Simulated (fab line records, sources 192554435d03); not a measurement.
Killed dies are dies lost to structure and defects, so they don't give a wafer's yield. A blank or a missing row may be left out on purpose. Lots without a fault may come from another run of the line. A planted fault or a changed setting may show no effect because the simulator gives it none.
fab line records | flow n5_finfet
record lots=12 wafers=36 last_day=17
route steps=1938 shown BEOL_M5@1115
lots that met no fault: from a run of the same line without faults
start_h: hours from the record's first day to the start of the lot's first wafer shown | wait_h: hours since the lot's step before | " the same as in the row above | L1.1+2: a row that stands for several wafers | - no value, or no start given | * or withheld: withheld | < > ~ a bound
route shown NAME@n: a module of which the file shows steps, and the number in the route of the first | usual: mean/standard deviation of fault-free wafers | same: alike in all rows | chamber/n: place in a boat | sites: the reading at each site | _std_site: their standard deviation | _edge_site: outer sites' mean less inner sites' | radius_mm: how far each site lies from the wafer's centre | mask NAME#n: copy n | behind: the tool/chamber that last shaped the wafer | hold: why the lot was held/for how many hours/how that ended | device: the transistor (n, p or np) that didn't switch | end of line: the same wafers' tests at the end of the route | a step without rows: its recipe alone | killed: dies lost to structure and defects at the first sort, not the wafer's yield | map: a wafer's dies, x killed, . not, _ none there
set.NAME: the setting as run; set.NAME@STEP: as run at that earlier step | model.NAME: the simulator's own value behind a step, which no gauge read
steps of the route over a sample of lots; a table a step, a row a wafer
services: from which hour (start_h, from the record's first day; less than 0 if before it) a tool's chamber was out of use, for how many hours, and why
## steps
# step N5_BEOL_M5_PECVD_70
# recipe material=SiO2 target_thk_a=160 temp_c=400 precursor=TEOS/O2 pressure_torr=5.5 rf_w=450 teos_flow_sccm=53.8 gas=O2 flow_sccm=3000 time_s=18
# usual heater_power_w=699/68 showerhead_plenum_p_Torr=8.81/0.072 showerhead_vpp_V=1323/64 throttle_valve_pct=22.3/1.2
# columns lot.wafer tool chamber start_h wait_h heater_power_w showerhead_plenum_p_Torr showerhead_vpp_V throttle_valve_pct
L892.1 pecvd-01 0 193.54 0.0 627 8.75 1217 23.6
L892.4 " 0 " " 626 8.77 1204 23.6
L892.5 " 1 " " 691 8.85 1397 22.3
L893.1 pecvd-04 1 193.80 0.0 784 8.86 1326 21.9
L893.3 " 2 " " 825 8.78 1289 20.8
L893.5 " 1 " " 788 8.89 1326 21.7
L894.1 pecvd-01 0 199.73 0.0 585 8.76 1213 23.6
L894.5 " 0 " " 583 8.76 1210 23.9
L894.6 " 1 " " 617 8.85 1388 22.1
L895.1 pecvd-03 1 200.12 0.0 696 8.91 1349 24.1
L895.3 " 2 " " 797 8.78 1280 22.2
L895.5 " 1 " " 704 8.93 1372 24.1
L896.2 pecvd-03 1 209.05 0.0 658 8.91 1328 23.8
L896.3 " 0 " " 722 8.92 1279 23.2
L896.6 " 1 " " 669 8.89 1354 23.8
L897.1 pecvd-03 0 209.36 0.0 734 8.89 1272 23.1
L897.3 " 1 " " 739 8.91 1323 23.9
L897.5 " 0 " " 730 8.94 1290 23.0
L898.2 pecvd-01 0 212.62 0.0 635 8.75 1200 23.8
L898.3 " 1 " " 746 8.85 1398 22.2
L898.5 " 2 " " 607 8.76 1401 20.3
L903.2 pecvd-04 2 253.73 0.0 755 8.77 1279 21.0
L903.3 " 1 " " 794 8.89 1334 21.8
L903.5 " 0 " " 637 8.73 1324 23.7
L909.3 pecvd-01 1 290.90 0.1 703 8.88 1407 22.3
L909.5 " 2 " " 651 8.75 1403 20.5
L909.6 " 1 " " 710 8.88 1373 22.0
L911.1 pecvd-04 1 303.98 0.0 737 8.89 1322 21.6
L911.2 " 0 " " 633 8.74 1309 24.0
L911.4 " 1 " " 746 8.88 1325 21.7
L912.4 pecvd-03 2 304.24 0.1 691 8.74 1277 20.9
L912.5 " 2 " " 687 8.74 1306 20.6
L912.6 " 2 " " 696 8.75 1278 20.9
L913.1 pecvd-04 2 307.71 0.0 725 8.77 1274 21.1
L913.2 " 1 " " 767 8.86 1339 21.9
L913.6 " 1 " " 755 8.87 1343 21.7
# step N5_BEOL_M5_OVL_MEAS_12
# recipe points_per_wafer=522
# usual M5_OVL=-0.1/0.64
# columns lot.wafer tool chamber start_h wait_h M5_OVL[nm]
L892.1 overlay-01 0 194.59 0.0 -0.7
L892.4 " 0 " " -0.2
L892.5 " 0 " " 0.0
L893.1 overlay-02 0 194.73 0.0 0.0
L893.3 " 0 " " 0.4
L893.5 " 0 " " -0.1
L894.1 overlay-01 0 200.59 0.0 -0.1
L894.5 " 0 " " -0.2
L894.6 " 0 " " 0.4
L895.1 overlay-01 0 201.09 0.0 0.7
L895.3 " 0 " " -0.2
L895.5 " 0 " " -0.6
L896.2 overlay-01 0 211.03 0.0 -1.2
L896.3 " 0 " " -1.6
L896.6 " 0 " " -1.1
L897.1 overlay-02 0 211.07 0.0 0.5
L897.3 " 0 " " 0.0
L897.5 " 0 " " 0.8
L898.2 overlay-02 0 214.65 0.0 0.5
L898.3 " 0 " " 0.2
L898.5 " 0 " " -0.5
L903.2 overlay-01 0 254.50 0.0 -1.0
L903.3 " 0 " " -0.3
L903.5 " 0 " " -0.6
L909.3 overlay-02 0 292.30 0.0 0.0
L909.5 " 0 " " 0.5
L909.6 " 0 " " -0.9
L911.1 overlay-01 0 305.65 0.0 -0.5
L911.2 " 0 " " -1.0
L911.4 " 0 " " -1.4
L912.4 overlay-02 0 305.83 0.0 1.3
L912.5 " 0 " " 0.6
L912.6 " 0 " " 0.2
L913.1 overlay-02 0 309.16 0.0 0.3
L913.2 " 0 " " 0.1
L913.6 " 0 " " -0.1
# step N5_BEOL_M5_COAT_65
# recipe resist=SOC temp_c=250 time_s=60 spin_rpm=1500 resist_thk_nm=60
# usual spin_speed_rpm=1499.7/1.2
# columns lot.wafer tool chamber start_h wait_h spin_speed_rpm
L892.1 litho_track-05 0 195.24 0.0 1500.1
L892.4 " 0 " " 1501.6
L892.5 " 0 " " 1500.9
L893.1 litho_track-03 0 195.29 0.0 1501.4
L893.3 " 0 " " 1500.8
L893.5 " 0 " " 1499.9
L894.1 litho_track-02 0 201.28 0.0 1499.4
L894.5 " 0 " " 1499.6
L894.6 " 0 " " 1501.8
L895.1 litho_track-05 0 205.25 3.4 1500.3
L895.3 " 0 " " 1498.5
L895.5 " 0 " " 1498.5
L897.1 litho_track-03 0 213.18 1.3 1500.2
L897.3 " 0 " " 1499.5
L897.5 " 0 " " 1500.1
L896.2 litho_track-05 0 213.18 1.5 1499.0
L896.3 " 0 " " 1496.8
L896.6 " 0 " " 1498.1
L898.2 litho_track-03 0 215.31 0.1 1499.3
L898.3 " 0 " " 1499.2
L898.5 " 0 " " 1500.8
L903.2 litho_track-05 0 255.42 0.1 1498.8
L903.3 " 0 " " 1500.3
L903.5 " 0 " " 1499.7
L909.3 litho_track-05 0 295.63 2.6 1498.9
L909.5 " 0 " " 1500.6
L909.6 " 0 " " 1498.3
L912.4 litho_track-02 0 307.38 1.0 1497.6
L912.5 " 0 " " 1499.5
L912.6 " 0 " " 1499.2
L911.1 litho_track-05 0 307.38 1.2 1217.6
L911.2 " 0 " " 1219.3
L911.4 " 0 " " 1220.8
L913.1 litho_track-05 0 312.09 2.4 1214.7
L913.2 " 0 " " 1218.8
L913.6 " 0 " " 1217.2
# step N5_BEOL_M5_OVL_MEAS_29
# recipe points_per_wafer=522
# usual V4_OVL=0.1/0.64
# columns lot.wafer tool chamber start_h wait_h V4_OVL[nm]
L892.1 overlay-02 0 195.55 0.0 0.3
L892.4 " 0 " " 0.9
L892.5 " 0 " " -0.1
L893.1 overlay-01 0 195.60 0.0 -0.6
L893.3 " 0 " " -1.1
L893.5 " 0 " " -0.2
L894.1 overlay-01 0 201.71 0.0 0.6
L894.5 " 0 " " -0.4
L894.6 " 0 " " 1.1
L895.1 overlay-01 0 205.56 0.0 1.3
L895.3 " 0 " " 1.0
L895.5 " 0 " " 1.2
L897.1 overlay-02 0 213.53 0.0 0.7
L897.3 " 0 " " 0.6
L897.5 " 0 " " 0.3
L896.2 overlay-01 0 213.59 0.0 -0.1
L896.3 " 0 " " -0.6
L896.6 " 0 " " 0.4
L898.2 overlay-02 0 215.62 0.0 -0.7
L898.3 " 0 " " -0.5
L898.5 " 0 " " -0.3
L903.2 overlay-01 0 256.03 0.0 1.5
L903.3 " 0 " " 1.2
L903.5 " 0 " " 0.8
L909.3 overlay-01 0 296.12 0.0 -0.4
L909.5 " 0 " " -0.7
L909.6 " 0 " " 1.2
L912.4 overlay-02 0 307.87 0.0 -0.2
L912.5 " 0 " " -1.1
L912.6 " 0 " " -0.4
L911.1 overlay-01 0 307.91 0.0 0.5
L911.2 " 0 " " 0.4
L911.4 " 0 " " 1.0
L913.1 overlay-02 0 312.39 0.0 0.2
L913.2 " 0 " " 0.5
L913.6 " 0 " " 0.3
## services
# columns tool chamber start_h hours kind
pecvd-01 2 194.03 10.1 repair
pecvd-01 - 196.98 0.2 repair
pecvd-03 2 202.38 - clean
pecvd-03 2 202.38 - consumable_replace:showerhead
pecvd-03 2 202.38 29.0 scheduled_down
pecvd-03 2 202.38 29.0 vent_cycle
litho_track-03 - 218.19 - consumable_replace:filter
pecvd-03 0 222.11 2.1 scheduled_down
pecvd-04 1 239.86 2.1 scheduled_down
pecvd-01 2 247.92 5.4 repair
pecvd-04 0 258.81 5.5 scheduled_down
pecvd-03 0 275.91 7.4 repair
pecvd-01 0 278.24 12.8 repair
pecvd-04 - 278.25 1.6 repair
pecvd-03 0 294.35 16.5 scheduled_down
pecvd-03 1 301.75 6.2 repair
pecvd-01 2 308.71 5.5 scheduled_down
## key
first_sign step=N5_BEOL_M5_COAT_65 reading=spin_speed_rpm direction=down sigmas=99+ usual=* struck=*
effect none on later readings
met_at N5_BEOL_M5_COAT_65
struck_lots L911,L913
not_acting_at N5_BEOL_M5_PECVD_70,N5_BEOL_M5_OVL_MEAS_12,N5_BEOL_M5_OVL_MEAS_29
onset_between 295.63 307.38
fault kind=process_parameter_drift tool=litho_track-05 chamber=- onset_h=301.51 steps=N5_BEOL_M5_COAT_65 channel=spin_rpm offset=* shape=step end_h=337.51 acts_in=* stated=*
